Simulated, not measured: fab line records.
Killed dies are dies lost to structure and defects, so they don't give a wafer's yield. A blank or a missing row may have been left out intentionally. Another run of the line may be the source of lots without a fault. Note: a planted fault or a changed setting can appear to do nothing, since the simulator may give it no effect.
Chamber matching + flow n5 finfet + 4 sister chambers for N5_HKMG_FIN_PWFM_ALD_03 on ald metal-04
The step deposits TiN, target thk 2 nm, pulse time 1 s, purge time 3 s. 8 wafers are shown with their chamber, then 12 later ones without.

EACH WAFER AND ITS CHAMBER
| wafer  | chamber | heater power w (W) | precursor pulse height rel |
|--------|---------|--------------------|----------------------------|
| L084.1 | 0       | 796                | 0.985                      |
| L086.2 | 0       | 807                | 1.020                      |
| L086.4 | 3       | 865                | 1.028                      |
| L086.5 | 2       | 768                | 0.950                      |
| L086.6 | 1       | 959                | 1.009                      |
| L087.3 | 3       | 873                | 1.021                      |
| L087.4 | 1       | 994                | 1.029                      |
| L087.6 | 2       | 759                | 0.996                      |

WAFERS WITHOUT THEIR CHAMBER
| wafer  | heater power w (W) | precursor pulse height rel |
|--------|--------------------|----------------------------|
| L089.1 | 774                | 0.999                      |
| L089.2 | 965                | 1.000                      |
| L089.4 | 886                | 1.034                      |
| L090.1 | 949                | 0.999                      |
| L090.2 | 749                | 0.978                      |
| L090.3 | 778                | 0.967                      |
| L092.1 | 791                | 1.020                      |
| L092.2 | 898                | 0.978                      |
| L092.3 | 780                | 1.016                      |
| L095.2 | 808                | 0.994                      |
| L095.3 | 964                | 1.013                      |
| L095.6 | 975                | 1.012                      |

WHICH CHAMBER EACH WENT THROUGH
| wafer  | from the rows above     | in truth |
|--------|-------------------------|----------|
| L089.1 | can't be placed: 2 or 0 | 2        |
| L089.2 | 1                       | 1        |
| L089.4 | 3                       | 3        |
| L090.1 | 1                       | 1        |
| L090.2 | 2                       | 2        |
| L090.3 | can't be placed: 2 or 0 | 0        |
| L092.1 | can't be placed: 0 or 2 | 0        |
| L092.2 | 3                       | 3        |
| L092.3 | can't be placed: 0 or 2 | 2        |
| L095.2 | 0                       | 0        |
| L095.3 | 1                       | 1        |
| L095.6 | 1                       | 1        |
8 of 12 placed correctly. From these rows, 4 cannot be placed; in 4 the true chamber is one of the candidates. Number placed wrongly: 0.
How it was worked out, from the rows above alone: a wafer's distance from a chamber is the root of the sum, over the readings, of the square of ((its reading less the chamber's mean) divided by the reading's scatter). If the next closest chamber is less than 2 further off than the closest, the wafer can't be placed; otherwise it belongs to the closest. The mean given for a chamber averages the wafers shown for that chamber. The scatter: the root of (the sum of the squares of (reading less its chamber's mean) over the shown wafers, divided by (wafers less chambers)).
